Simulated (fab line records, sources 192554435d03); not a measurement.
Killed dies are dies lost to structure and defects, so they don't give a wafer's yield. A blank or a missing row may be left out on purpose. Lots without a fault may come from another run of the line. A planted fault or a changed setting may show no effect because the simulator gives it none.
A struck lot beside a sound one | flow n5_finfet | 15 steps out of a route of 1938
Sound: wafers L923.2, L923.4, L923.6. Struck: wafers L939.2, L939.4. The cause comes at the end.
At each step with rows: each side's tool, then ch and its chambers, then its first start. Under that, the readings that differ: sound wafers | struck wafers | difference of the means | sigmas: that difference in standard deviations of wafers without a fault.
alike: readings whose means differ by less than 2 such deviations, and words and numbers that are the same on both sides. not compared: withheld readings, readings that some wafer has no value for, bounds like >300 that may hide the same value, and numbers for which the record gives no deviation and whose values overlap.
The two part at a step that has a row with sigmas, a row that says differs or no value, or rows on one side only. Numbers that don't overlap but have no deviation are shown without sigmas and don't part them. A reading that every wafer of one side lacks parts them only if that side has two wafers or more.

N5_SD_ACTIVATION_LSA_01: time 0.0008 s.
  sound on laser_anneal-02 ch 0, day 3 14:55; struck on laser_anneal-01 ch 0, day 7 18:27
  alike: wafer_temp_C_max
N5_SD_ACTIVATION_RS_MEAS_03: measures by four-point-probe.
  sound on film_metro-02, day 3 15:07; struck on film_metro-02, day 7 18:38
  alike: RS_SD_N, RS_SD_P
N5_SD_ACTIVATION_INSPECT_02: inspects for defects (darkfield).
  sound on defect_inspect-01, day 3 15:25; struck on defect_inspect-01, day 7 18:56
  alike: raw_defect_count
N5_ILD0_LINER_00: material SiNx, target thk 4 nm, pulse time 1 s, purge time 2 s.
  sound on ald_sin-02 ch 1,2,3, day 3 15:27; struck on ald_sin-02 ch 1,3, day 7 19:05
  alike: heater_power_w, precursor_pulse_height_rel
then, 2 steps without rows for these wafers: N5_ILD0_FCVD_FILL_01 (material SiO2 flowable, target thk 200 nm, time 328.3 s); N5_ILD0_CURE_02 (time 1800 s).
N5_ILD0_CMP_03: polishes, stops on SiNx, t overpolish 1.9 s, target thk 197.38 nm.
  sound on cmp-02 ch 1,2, day 3 17:52; struck on cmp-03 ch 1,3, day 7 21:30
  reading                | sound    | struck | difference | sigmas
  time_to_endpoint_s (s) | 67 70 67 | 75 77  | +8         | +2
  alike: edge_zone_pressure_frac, motor_current_A, overpolish_run_s
N5_ILD0_THK_MEAS_04:
  sound on film_metro-01, day 3 18:07; struck on film_metro-02, day 7 21:45
  reading     | sound             | struck      | difference | sigmas
  thk_nm (nm) | 196.7 196.5 197.7 | 200.7 198.4 | +2.6       | +2
N5_ILD0_CMP_07: polishes SiO2 flowable, stops on poly-Si, t overpolish 1.18 s, target thk 138.88 nm.
  sound on cmp-02 ch 0,1,3, day 3 18:14; struck on cmp-03 ch 0,1, day 7 21:49
  alike: edge_zone_pressure_frac, motor_current_A
N5_ILD0_THK_MEAS_08:
  sound on film_metro-01, day 3 18:26; struck on film_metro-02, day 7 22:05
  alike: thk_nm
then, 1 step without rows for these wafers: N5_ILD0_PRECLEAN_10 (cleans in NF3:NH3, afs cycles 5, time 20 s, sublimation time 60 s).
N5_ILD0_ALD_15: deposits SiNx, target thk 24 nm, pulse time 1 s, ald cycles 480.
  sound on ald_sin-01 ch 0,1, day 3 19:10; struck on ald_sin-02 ch 0,3, day 7 22:48
  reading                               | sound        | struck  | difference | sigmas
  ald_cycles                            | 480 480 480  | 603 603 | +123       |
  model.SiNx_of_ILD0_ALD_15.thk_nm (nm) | 24.2 24.2 24 | 30 30.2 | +6         |
  alike: heater_power_w, precursor_pulse_height_rel
N5_ILD0_CMP_12: polishes SiNx, stops on poly-Si, t overpolish 6 s, target thk 17.67 nm.
  sound on cmp-02 ch 1,3, day 3 21:24; struck on cmp-02 ch 2,3, day 8 01:00
  reading                | sound          | struck    | difference | sigmas
  time_to_endpoint_s (s) | 28.5 27.8 28.9 | 35.2 36.9 | +7.6       | +3
  alike: edge_zone_pressure_frac, motor_current_A
N5_ILD0_THK_MEAS_13:
  sound on film_metro-01, day 3 21:40; struck on film_metro-02, day 8 01:17
  alike: thk_nm
-- the record jumps here: 4 days lie between the struck wafers' starts before and after (it left off in module ILD0 and takes up again in module BEOL_M4, whose first step shown is number 1111 of the route) --
N5_BEOL_M4_RC_MEAS_101:
  sound on prober-02 ch 0, day 8 04:31; struck on prober-01 ch 0, day 12 06:01
  alike: DIBL_N, DIBL_P, IOFF_N, IOFF_P, ION_N, ION_P, SS_N, SS_P, VT_N, VT_P

WHERE THEY PART
First at N5_ILD0_CMP_03; last, within this record, at N5_ILD0_CMP_12. Later steps at which nothing parts them and some readings are alike: N5_ILD0_THK_MEAS_13, N5_BEOL_M4_RC_MEAS_101.

WHY: what the simulator had put in
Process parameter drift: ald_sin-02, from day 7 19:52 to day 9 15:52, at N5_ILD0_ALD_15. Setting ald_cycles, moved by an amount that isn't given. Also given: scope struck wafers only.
